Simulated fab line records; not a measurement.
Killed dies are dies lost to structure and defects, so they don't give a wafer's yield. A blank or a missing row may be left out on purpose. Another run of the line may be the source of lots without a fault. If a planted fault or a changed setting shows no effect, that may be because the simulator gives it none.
Chamber matching :: flow nand_harc :: NHARC_A_M0_PRE_CLEAN_31 on pecvd-04: 3 sister chambers
The step time 12 s. 6 wafers are shown with their chamber, then 9 later ones without.

== WAFERS, EACH WITH ITS CHAMBER ==
wafer: L080.3
chamber: 2
heater_power_outer_w (W): 280
heater_power_w (W): 515

wafer: L084.1
chamber: 1
heater_power_outer_w (W): 291
heater_power_w (W): 520

wafer: L084.4
chamber: 1
heater_power_outer_w (W): 292
heater_power_w (W): 514

wafer: L086.2
chamber: 0
heater_power_outer_w (W): 409
heater_power_w (W): 707

wafer: L086.3
chamber: 2
heater_power_outer_w (W): 359
heater_power_w (W): 647

wafer: L086.6
chamber: 0
heater_power_outer_w (W): 402
heater_power_w (W): 697

== WAFERS WHOSE CHAMBER IS MISSING ==
wafer: L092.3
heater_power_outer_w (W): 350
heater_power_w (W): 628

wafer: L092.5
heater_power_outer_w (W): 422
heater_power_w (W): 714

wafer: L092.6
heater_power_outer_w (W): 353
heater_power_w (W): 617

wafer: L094.4
heater_power_outer_w (W): 447
heater_power_w (W): 745

wafer: L094.5
heater_power_outer_w (W): 370
heater_power_w (W): 637

wafer: L094.6
heater_power_outer_w (W): 266
heater_power_w (W): 492

wafer: L095.2
heater_power_outer_w (W): 440
heater_power_w (W): 755

wafer: L095.4
heater_power_outer_w (W): 441
heater_power_w (W): 746

wafer: L095.5
heater_power_outer_w (W): 244
heater_power_w (W): 474

== EACH ONE'S CHAMBER ==
wafer: L092.3
from the rows above: can't be placed: 2 or 0 or 1
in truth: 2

wafer: L092.5
from the rows above: 0
in truth: 0

wafer: L092.6
from the rows above: can't be placed: 2 or 0 or 1
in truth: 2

wafer: L094.4
from the rows above: 0
in truth: 0

wafer: L094.5
from the rows above: can't be placed: 0 or 2 or 1
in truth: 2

wafer: L094.6
from the rows above: can't be placed: 1 or 2
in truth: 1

wafer: L095.2
from the rows above: 0
in truth: 0

wafer: L095.4
from the rows above: 0
in truth: 0

wafer: L095.5
from the rows above: can't be placed: 1 or 2
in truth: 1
Correctly placed: 4 of 9. Cannot be placed on the basis of these rows: 5; the candidates contain the true chamber in 5. Number placed wrongly: 0.
How it was worked out, from the rows above alone: a wafer's distance from a chamber is the root of the sum, over the readings, of the square of ((its reading less the chamber's mean) divided by the reading's scatter). The wafer belongs to the nearest chamber; if the next one is less than 2 further off, it can't be placed. The mean given for a chamber averages the wafers shown for that chamber. How the scatter is found: for the shown wafers, subtract from each reading the mean of its chamber, square and add these, divide the total by (wafers less chambers), then take the root.
